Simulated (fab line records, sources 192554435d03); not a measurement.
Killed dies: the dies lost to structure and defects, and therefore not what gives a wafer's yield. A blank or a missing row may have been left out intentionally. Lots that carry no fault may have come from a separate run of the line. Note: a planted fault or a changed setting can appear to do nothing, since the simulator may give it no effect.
fab line records | flow n5Finfet
record lots=9 wafers=27 lastDay=17
route steps=1938 shown HKMG_FIN@387 BEOL_M4@1111 PASSIVATION@1936
lots that met no fault: from a run of the same line without faults
startH: hours from the record's first day to the start of the lot's first wafer shown | waitH: hours from the lot's prior step to this one | " unchanged from the row above | L1.1+2: a single row standing in for several wafers | - no value, or no start given | * or withheld: withheld | < > ~ a bound
route shown NAME@n: NAME is a module with steps in the file, n the number in the route of the first one | usual: average and standard deviation across the fault-free wafers | same: alike in all rows | chamber/n: place in a boat | sites: readings site by site | _std_site: the standard deviation of these | _edge_site: outer sites' mean less inner sites' | radiusMm: how far each site lies from the wafer's centre | mask NAME#n: copy n | behind: tool/chamber where the wafer was last shaped | hold: the reason the lot was held/the length of the hold in hours/how it ended | device: whichever transistor did not switch (one of n, p or np) | end of line: tests of these same wafers at the route's end | for a step that has no rows: nothing shown but its recipe | killed: not the wafer's yield, but the dies lost to structure and defects at the first sort | map: a wafer's dies, x killed, . not, _ none there
set.NAME: the setting that was run; set.NAME@STEP: the one run at that earlier step | model.NAME: the simulator's own value behind a step, which no gauge read
steps of the route over a sample of lots; a table a step, a row a wafer
services: a tool's chamber out of use, with start hour (startH, from the record's first day; less than 0 if before it), hours out, and reason
## steps
# step N5_HKMG_FIN_HK_ANNEAL_02
# recipe tempC=700 timeS=30 ambient=N2 idleTempC=600 rampUpCPerS=150 rampDownCPerS=60 coolToC=600
# usual lampPowerPct=8.80/0.055 lamp_zone_3_pct=8.798/0.011 wafer_temp_C_max=702.9/0.7
# columns lot.wafer tool chamber startH waitH lampPowerPct lamp_zone_3_pct wafer_temp_C_max
L100.1 rtpAnneal-01 0 72.61 0.2 8.90 8.799 703.7
L100.2 " 0 " " 8.74 8.777 702.8
L100.4 " 0 " " 8.80 8.817 703.7
L102.2 rtpAnneal-01 0 85.91 0.3 8.84 8.810 702.7
L102.3 " 0 " " 8.81 8.799 702.0
L102.5 " 0 " " 8.83 8.794 703.9
L103.2 rtpAnneal-02 0 91.36 0.3 8.75 8.808 702.9
L103.5 " 0 " " 8.91 8.799 702.9
L103.6 " 0 " " 8.81 8.793 703.3
L104.1 rtpAnneal-02 0 95.43 0.1 8.81 8.778 702.4
L104.5 " 0 " " 8.73 8.819 702.8
L104.6 " 0 " " 8.79 8.788 702.6
L106.3 rtpAnneal-01 0 111.34 0.2 8.76 8.807 703.7
L106.4 " 0 " " 8.77 8.798 702.8
L106.5 " 0 " " 8.83 8.796 702.9
L117.2 rtpAnneal-01 0 173.41 0.1 8.82 8.792 702.9
L117.3 " 0 " " 8.76 8.821 703.2
L117.5 " 0 " " 8.84 8.802 702.7
L118.4 rtpAnneal-02 0 179.25 0.2 8.80 8.804 702.3
L118.5 " 0 " " 8.82 8.803 704.1
L118.6 " 0 " " 8.84 8.814 703.6
L120.1 rtpAnneal-01 0 191.24 0.1 8.81 8.784 702.2
L120.4 " 0 " " 8.75 8.823 702.3
L120.6 " 0 " " 8.86 8.801 703.2
L123.3 rtpAnneal-02 0 208.22 0.2 8.93 8.816 703.7
L123.4 " 0 " " 8.84 8.790 701.7
L123.6 " 0 " " 8.90 8.788 703.0
# step N5_HKMG_FIN_ALD_74
# recipe material=La2O3 targetThkA=5 tempC=250 aldPrecursorFamily=La-Cp aldCoReactant=O3 pulseTimeS=6 coReactantPulseTimeS=1 purgeTimeS=3 coReactantPurgeTimeS=3
# usual heaterPowerW=332/30 precursorPulseHeightRel=1.001/0.02
# columns lot.wafer tool chamber startH waitH heaterPowerW precursorPulseHeightRel sinceWetCleanH
L100.1 aldHk-01 0 72.82 0.2 283 0.993 43
L100.2 " 1 " " 377 0.968 43
L100.4 " 2 " " 313 0.981 43
L102.2 aldHk-03 1 86.09 0.2 373 1.005 966
L102.3 " 3 " " 344 0.983 966
L102.5 " 3 " " 343 0.999 -
L103.2 aldHk-03 3 91.55 0.2 352 0.959 972
L103.5 " 0 " " 324 0.989 -
L103.6 " 1 " " 363 0.993 -
L104.1 aldHk-01 1 95.64 0.2 387 1.006 66
L104.5 " 3 " " 284 1.020 -
L104.6 " 0 " " 284 1.013 -
L106.3 aldHk-02 2 111.50 0.1 318 0.982 1888
L106.4 " 3 " " 330 1.026 1888
L106.5 " 1 " " 349 1.007 -
L117.2 aldHk-01 1 173.60 0.2 388 1.010 144
L117.3 " 2 " " 302 1.028 144
L117.5 " 2 " " 312 1.006 -
L118.4 aldHk-03 1 179.38 0.1 362 1.017 1059
L118.5 " 0 " " 329 1.005 -
L118.6 " 3 " " 355 1.000 -
L120.1 aldHk-02 3 191.47 0.2 334 0.973 1967
L120.4 " 1 " " 346 1.020 1967
L120.6 " 0 " " 337 1.035 -
L123.3 aldHk-01 2 208.37 0.1 324 0.999 178
L123.4 " 3 " " 285 0.980 178
L123.6 " 3 " " 290 1.006 -
# step N5_HKMG_FIN_STRIP_60
# recipe chemistry=N2/H2 powerW=2500 tempC=300 h2Frac=0.65 timeS=360 pressureMtorr=withheld n2FlowSccm=1750 h2FlowSccm=3250
# usual drypumpMotorCurrentA=5.5/0.56 heaterPowerW=485/78 tempC=300.02/0.2
# columns lot.wafer tool chamber startH waitH drypumpMotorCurrentA heaterPowerW rfHoursCounterH tempC
L100.1 plasmaAsher-02 1 74.33 0.0 5.1 593 35 299.88
L100.2 " 0 " " 5.5 470 35 299.85
L100.4 " 0 " " 5.5 474 - 299.91
L102.2 plasmaAsher-01 1 87.48 0.0 6.5 373 86 300.37
L102.3 " 0 " " 5.1 484 - 300.29
L102.5 " 1 " " 6.5 382 - 299.92
L103.2 plasmaAsher-01 1 93.21 0.0 6.5 378 87 299.93
L103.5 " 1 " " 6.5 374 - 299.89
L103.6 " 0 " " 5.1 471 - 300.36
L104.1 plasmaAsher-02 0 97.19 0.0 5.4 465 40 300.31
L104.5 " 1 " " 5.1 612 - 300.22
L104.6 " 0 " " 5.5 471 - 300.35
L106.3 plasmaAsher-02 1 113.22 0.1 5.1 597 - 300.44
L106.4 " 0 " " 5.5 485 - 300.10
L106.5 " 1 " " 5.1 580 - 300.44
L117.2 plasmaAsher-02 0 175.20 0.1 5.5 465 54 300.44
L117.3 " 1 " " 5.1 576 - 300.04
L117.5 " 1 " " 5.1 591 - 299.98
L118.4 plasmaAsher-02 0 181.31 0.4 5.5 473 - 299.67
L118.5 " 0 " " 5.5 475 - 299.90
L118.6 " 1 " " 5.1 584 - 300.10
L120.1 plasmaAsher-01 0 193.55 0.0 5.1 474 106 299.75
L120.4 " 1 " " 6.5 372 - 300.09
L120.6 " 0 " " 5.1 462 - 300.29
L123.3 plasmaAsher-02 1 209.88 0.1 5.1 594 - 300.14
L123.4 " 0 " " 5.4 466 - 299.95
L123.6 " 1 " " 5.1 610 - 300.21
# step N5_HKMG_FIN_PWFM_ALD_03
# recipe material=TiN targetThkA=20 tempC=400 aldPrecursorFamily=TiCl4 aldCoReactant=NH3 pulseTimeS=1 purgeTimeS=3 coReactantPurgeTimeS=2 coReactantPulseTimeS=2 aldCycles=91 pressureTorr=3
# usual aldCycles=91/0 heaterPowerW=887/77 precursorPulseHeightRel=0.999/0.021
# columns lot.wafer tool chamber startH waitH aldCycles heaterPowerW precursorPulseHeightRel sinceWetCleanH
L100.1 aldMetal-02 1 75.90 0.0 91 909 0.990 5893
L100.2 " 0 " " 91 824 1.035 5893
L100.4 " 2 " " 91 954 1.008 5893
L102.2 aldMetal-02 0 89.05 0.0 91 831 0.993 5906
L102.3 " 3 " " 91 962 0.971 5906
L102.5 " 3 " " 91 1008 0.983 -
L103.2 aldMetal-02 2 94.91 0.0 69 951 0.988 5912
L103.5 " 2 " " 91 977 1.011 -
L103.6 " 1 " " 91 891 0.979 -
L104.1 aldMetal-02 2 98.77 0.0 69 948 1.004 5916
L104.5 " 1 " " 91 939 1.007 -
L104.6 " 0 " " 91 817 0.988 -
L106.3 aldMetal-02 2 114.75 0.0 91 946 1.023 5932
L106.4 " 3 " " 69 976 1.014 5932
L106.5 " 0 " " 91 797 1.042 -
L117.2 aldMetal-02 1 177.00 0.0 91 921 0.978 5994
L117.3 " 0 " " 91 812 0.977 5994
L117.5 " 0 " " 91 827 1.002 -
L118.4 aldMetal-04 3 182.97 0.3 91 857 0.989 -
L118.5 " 1 " " 91 975 0.978 -
L118.6 " 0 " " 91 829 1.037 -
L120.1 aldMetal-02 0 195.11 0.0 91 804 0.980 6012
L120.4 " 1 " " 91 909 1.030 6012
L120.6 " 1 " " 91 891 0.955 -
L123.3 aldMetal-01 2 211.32 0.0 91 924 0.996 2951
L123.4 " 1 " " 91 683 0.993 2951
L123.6 " 3 " " 91 920 1.017 -
# step N5_BEOL_M4_RC_MEAS_101
# usual DIBL_N=35.9/1.9 DIBL_P=35.8/2.4 IOFF_N=0.15/0.031 IOFF_P=0.21/0.037 IOFF_P_85C=3.6/0.53 IOFF_P_LIN=0.098/0.014 IOFF_P_LONG=0.000108/8.2e-06 ION_N=672/13 ION_P=462/8.3 SS_N=71.5/0.72 SS_P=73.2/0.67 VT_N=250/3.4 VT_P=-250/3.4 VT_P_LONG=-275.0/2.9 VT_P_LVT=-99.3/2.9
# columns lot.wafer tool chamber startH waitH DIBL_N[mV/V] DIBL_P[mV/V] IOFF_N[nA/um] IOFF_P[nA/um] IOFF_P_85C[nA/um] IOFF_P_LIN[nA/um] IOFF_P_LONG[nA/um] ION_N[uA/um] ION_P[uA/um] SS_N[mV/dec] SS_P[mV/dec] VT_N[mV] VT_P[mV] VT_P_LONG[mV] VT_P_LVT[mV]
L100.1 prober-02 0 166.95 0.0 37.0 37.6 0.15 0.22 3.8 0.104 0.000105 676 466 71.2 73.8 250 -250 -273.9 -95.5
L100.2 " 0 " " 36.5 35.3 0.13 0.18 3.2 0.088 9.9e-05 657 450 71.2 73.2 253 -253 -275.1 -98.8
L100.4 " 0 " " 36.5 36.1 0.13 0.19 3.3 0.092 0.000107 660 457 71.4 72.7 252 -251 -276.1 -99.2
L102.2 prober-02 0 184.98 0.2 32.8 33.2 0.11 0.14 2.5 0.070 9e-05 650 452 70.8 72.9 255 -258 -281.6 -105.8
L102.3 " 0 " " 33.6 34.1 0.11 0.14 2.5 0.070 8.1e-05 640 435 70.8 73.1 259 -259 -283.0 -106.0
L102.5 " 0 " " 32.4 32.9 0.10 0.13 2.4 0.067 8.3e-05 651 444 70.5 72.6 258 -258 -281.7 -106.9
L103.2 prober-02 0 197.24 0.2 35.8 35.0 0.13 0.09 1.8 0.044 7.6e-05 661 424 71.1 72.7 251 -271 -294.5 -120.3
L103.5 " 0 " " 37.4 36.8 0.16 0.22 3.7 0.100 0.0001 669 462 72.1 73.6 252 -250 -275.1 -99.1
L103.6 " 0 " " 35.5 34.3 0.13 0.18 3.2 0.089 0.000107 669 459 71.0 73.0 252 -251 -277.4 -100.5
L106.3 prober-02 0 204.25 0.6 35.1 36.0 0.15 0.20 3.6 0.096 0.000101 675 460 71.0 73.3 249 -250 -275.5 -99.3
L106.4 " 0 " " 37.4 37.4 0.18 0.11 2.2 0.052 7.4e-05 683 436 71.9 74.1 248 -270 -295.1 -117.7
L106.5 " 0 " " 38.2 37.8 0.18 0.24 4.2 0.109 0.000107 668 467 73.1 73.8 248 -249 -276.8 -96.7
L104.1 prober-01 0 204.98 0.0 37.3 37.0 0.16 0.12 2.2 0.054 7.7e-05 672 439 71.5 73.0 253 -265 -290.1 -115.5
L104.5 " 0 " " 36.3 33.6 0.15 0.19 3.3 0.092 0.000109 658 450 72.1 73.0 252 -252 -273.0 -100.2
L104.6 " 0 " " 36.6 35.0 0.14 0.21 3.6 0.099 0.000112 661 461 72.0 73.7 251 -251 -275.4 -98.1
L117.2 prober-02 0 261.13 0.2 39.6 39.5 0.21 0.29 4.6 0.127 0.000101 684 476 71.4 74.8 243 -247 -274.3 -95.2
L117.3 " 0 " " 38.2 36.9 0.18 0.24 3.9 0.108 0.000108 682 469 72.2 73.5 247 -251 -275.3 -97.9
L117.5 " 0 " " 36.8 36.1 0.16 0.22 3.7 0.103 0.000111 674 464 71.6 73.5 248 -249 -275.4 -98.5
L118.4 prober-01 0 287.27 0.5 35.1 33.9 0.13 0.17 3.1 0.085 0.000111 674 463 71.7 72.8 254 -256 -274.5 -100.7
L118.5 " 0 " " 38.3 38.0 0.18 0.23 3.9 0.106 0.000106 693 480 71.4 73.7 250 -249 -275.6 -97.3
L118.6 " 0 " " 37.1 36.6 0.16 0.20 3.6 0.097 0.000106 674 455 72.0 73.1 251 -253 -276.7 -98.5
L120.1 prober-01 0 295.81 0.0 37.3 37.4 0.19 0.26 4.2 0.117 0.000113 682 470 71.5 73.0 244 -246 -270.8 -94.2
L120.4 " 0 " " 35.4 36.2 0.16 0.23 3.9 0.107 0.000115 676 472 70.8 73.6 247 -248 -273.6 -95.5
L120.6 " 0 " " 35.8 35.8 0.17 0.23 3.9 0.107 0.000112 688 471 70.9 72.9 247 -248 -271.2 -95.6
L123.3 prober-02 0 313.89 0.3 34.6 33.6 0.13 0.20 3.4 0.102 0.000118 674 473 70.6 72.7 250 -251 -271.8 -99.1
L123.4 " 0 " " 36.8 35.7 0.17 0.23 4.0 0.115 0.000117 690 475 71.4 73.0 249 -247 -270.5 -95.6
L123.6 " 0 " " 36.9 35.7 0.16 0.23 3.8 0.112 0.000123 682 473 71.3 72.5 253 -247 -271.0 -97.6
# step N5_PASSIVATION_PROBE_49
# usual defectLimitedYield=91.6/1.2 killed_at_M0_to_M3=33/9.4 killed_at_M4_up=13/5.2 killedAtContacts=13/5.6 killedAtFrontEnd=37/9.5 killedAtOther=4/3.1 killedDies=99/15 killedOpen=65/11 killedShort=32/7.5 sort_bin_5_function=4.9/0.77 sort_bin_6_memory=3.1/0.65 sort_bin_8_speed=0.01/0.056 sortNPass=1081/15 sortYieldPct=91.6/1.2
# same grossDies=1180 killedAtBackSide=0 sort_bin_4_leakage[%]=0
# columns lot.wafer tool chamber startH waitH defectLimitedYield[%] killed_at_M0_to_M3 killed_at_M4_up killedAtContacts killedAtFrontEnd killedAtOther killedDies killedOpen killedShort sort_bin_5_function[%] sort_bin_6_memory[%] sort_bin_8_speed[%] sortNPass sortYieldPct[%]
L106.3 prober-01 - 309.36 0.1 93.8 21 3 19 25 5 73 51 19 3.8 1.9 0 1107 93.8
L106.4 prober-01 - 309.41 0.2 92.0 36 6 23 29 0 94 65 29 4.8 3.0 4.66 1031 87.4
L106.5 prober-01 - 309.46 0.2 92.3 26 13 18 32 2 91 56 35 4.2 3.1 0 1089 92.3
L103.2 prober-02 - 317.64 0.1 92.4 26 14 12 35 3 90 64 26 4.2 3.2 51.27 485 41.1
L103.5 prober-02 - 317.79 0.2 94.0 18 5 14 30 4 71 41 30 3.6 2.1 0 1109 94.0
L103.6 prober-02 - 317.84 0.3 90.8 21 13 22 48 4 108 77 30 5.8 3.2 0 1072 90.8
L104.1 prober-02 - 322.28 0.0 91.0 34 18 14 39 1 106 68 37 4.7 3.9 1.02 1062 90.0
L104.5 prober-02 - 322.48 0.2 93.4 34 12 8 23 1 78 54 23 3.9 2.7 0 1102 93.4
L104.6 prober-02 - 322.53 0.3 91.9 41 11 17 27 0 96 64 31 4.6 3.2 0 1084 91.9
# killed by level:class
L106.3 MOL_CONTACT_COAG:geometricParticle:open=17 BEOL_M1:geometricParticle:open=5 BEOL_M3:geometricParticle:open=5 STI_FIN_REVEAL:geometricParticle:open=4 GATE_CUT:geometricParticle:open=4 BEOL_M3:geometricParticle:short=4 MIM_BOT:geometricParticle:open=4 BEOL_M5:geometricParticle:open=3
L106.4 MOL_CONTACT_COAG:geometricParticle:open=20 BEOL_M1:geometricParticle:open=12 BEOL_M3:geometricParticle:open=11 GATE_CUT:geometricParticle:short=6 BEOL_M0_SAQP:geometricParticle:open=5 STARTING-WAFER:geometricParticle:short=5 STI_FIN_REVEAL:geometricParticle:open=4 FIN_SAQP:geometricParticle:short=3
L106.5 MOL_CONTACT_COAG:geometricParticle:open=12 FIN_SAQP:geometricParticle:short=8 BEOL_M4:geometricParticle:open=8 BEOL_M0_SAQP:geometricParticle:short=7 STI_FIN_REVEAL:geometricParticle:open=6 MOL_CONTACT_COAG:geometricParticle:short=6 BEOL_M3:geometricParticle:open=6 FIN_SAQP:geometricParticle:open=3
L103.2 MOL_CONTACT_COAG:geometricParticle:open=10 DUMMY_GATE:geometricParticle:open=9 BEOL_M3:geometricParticle:open=7 BEOL_M4:geometricParticle:open=7 BEOL_M0_SAQP:geometricParticle:short=6 FIN_SAQP:geometricParticle:short=4 FIN_SAQP:geometricParticle:open=4 STARTING-WAFER:geometricParticle:short=4
L103.5 FIN_SAQP:geometricParticle:short=10 MOL_CONTACT_COAG:geometricParticle:open=8 MOL_CONTACT_COAG:geometricParticle:short=6 BEOL_M1:geometricParticle:open=6 FIN_SAQP:geometricParticle:open=5 STARTING-WAFER:geometricParticle:open=4 BEOL_M0:geometricParticle:open=3 BEOL_M3:geometricParticle:open=3
L103.6 STI_FIN_REVEAL:geometricParticle:open=17 MOL_CONTACT_COAG:geometricParticle:open=17 FIN_SAQP:geometricParticle:open=8 BEOL_M3:geometricParticle:open=8 FIN_SAQP:geometricParticle:short=6 BEOL_M4:geometricParticle:open=6 MOL_CONTACT_COAG:geometricParticle:short=5 STARTING-WAFER:geometricParticle:open=4
L104.1 BEOL_M4:geometricParticle:open=13 MOL_CONTACT_COAG:geometricParticle:open=8 GATE_CUT:geometricParticle:short=8 BEOL_M2:geometricParticle:open=8 BEOL_M0_SAQP:geometricParticle:short=7 BEOL_M0_SAQP:geometricParticle:open=6 FIN_SAQP:geometricParticle:open=5 STI_FIN_REVEAL:geometricParticle:short=5
L104.5 BEOL_M0_SAQP:geometricParticle:open=8 MOL_CONTACT_COAG:geometricParticle:open=7 BEOL_M3:geometricParticle:open=7 STI_FIN_REVEAL:geometricParticle:open=6 BEOL_M0_SAQP:geometricParticle:short=6 BEOL_M1:geometricParticle:open=5 DUMMY_GATE:geometricParticle:open=4 BEOL_M4:geometricParticle:short=4
L104.6 BEOL_M3:geometricParticle:open=15 MOL_CONTACT_COAG:geometricParticle:open=12 BEOL_M0_SAQP:geometricParticle:open=8 BEOL_M2:geometricParticle:open=8 STI_FIN_REVEAL:geometricParticle:open=6 SPACER0:geometricParticle:short=6 MOL_CONTACT_COAG:geometricParticle:short=4 BEOL_M3:geometricParticle:short=4
## services
# columns tool chamber startH hours kind
aldMetal-01 1 76.68 25.5 repair
aldHk-02 - 84.49 1.9 repair
plasmaAsher-02 - 120.23 10.0 pm
aldMetal-04 - 140.81 0.4 repair
aldMetal-01 - 144.94 6.0 pm
aldMetal-02 0 148.49 1.9 repair
aldHk-03 - 157.08 2.8 pm
aldMetal-04 - 157.67 0.7 repair
plasmaAsher-01 - 171.54 10.0 pm
aldMetal-04 2 172.02 31.1 repair
aldHk-01 - 179.60 8.7 pm
## key
firstSign step=N5_HKMG_FIN_PWFM_ALD_03 reading=aldCycles direction=down sigmas=99+ usual=* struck=*
effect step=N5_BEOL_M4_RC_MEAS_101 reading=VT_P_LONG direction=down sigmas=6.3 usual=-275.0 struck=-293.2
effect step=N5_BEOL_M4_RC_MEAS_101 reading=VT_P_LVT direction=down sigmas=6.3 usual=-99.3 struck=-117.8
effect step=N5_BEOL_M4_RC_MEAS_101 reading=VT_P direction=down sigmas=5.4 usual=-250 struck=-269
effect step=N5_BEOL_M4_RC_MEAS_101 reading=IOFF_P_LONG direction=down sigmas=3.9 usual=0.000108 struck=7.6e-05
effect step=N5_BEOL_M4_RC_MEAS_101 reading=ION_P direction=down sigmas=3.6 usual=462 struck=433
effect step=N5_BEOL_M4_RC_MEAS_101 reading=IOFF_P_LIN direction=down sigmas=3.5 usual=0.098 struck=0.050
effect step=N5_BEOL_M4_RC_MEAS_101 reading=IOFF_P_85C direction=down sigmas=2.8 usual=3.6 struck=2.1
effect step=N5_BEOL_M4_RC_MEAS_101 reading=IOFF_P direction=down sigmas=2.6 usual=0.21 struck=0.11
effect step=N5_PASSIVATION_PROBE_49 reading=sort_bin_8_speed direction=up sigmas=99+ usual=0.01 struck=18.98
metAt N5_HKMG_FIN_PWFM_ALD_03
struckLots L103,L104,L106
struckWafers L103.2,L104.1,L106.4
notActingAt N5_HKMG_FIN_HK_ANNEAL_02,N5_HKMG_FIN_ALD_74,N5_HKMG_FIN_STRIP_60
onsetBetween 89.05 94.91
fault kind=processParameterDrift tool=aldMetal-02 chamber=- onsetH=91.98 steps=N5_HKMG_FIN_PWFM_ALD_03 channel=aldCycles offset=* shape=step endH=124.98 scope=struckWafersOnly actsIn=* stated=*
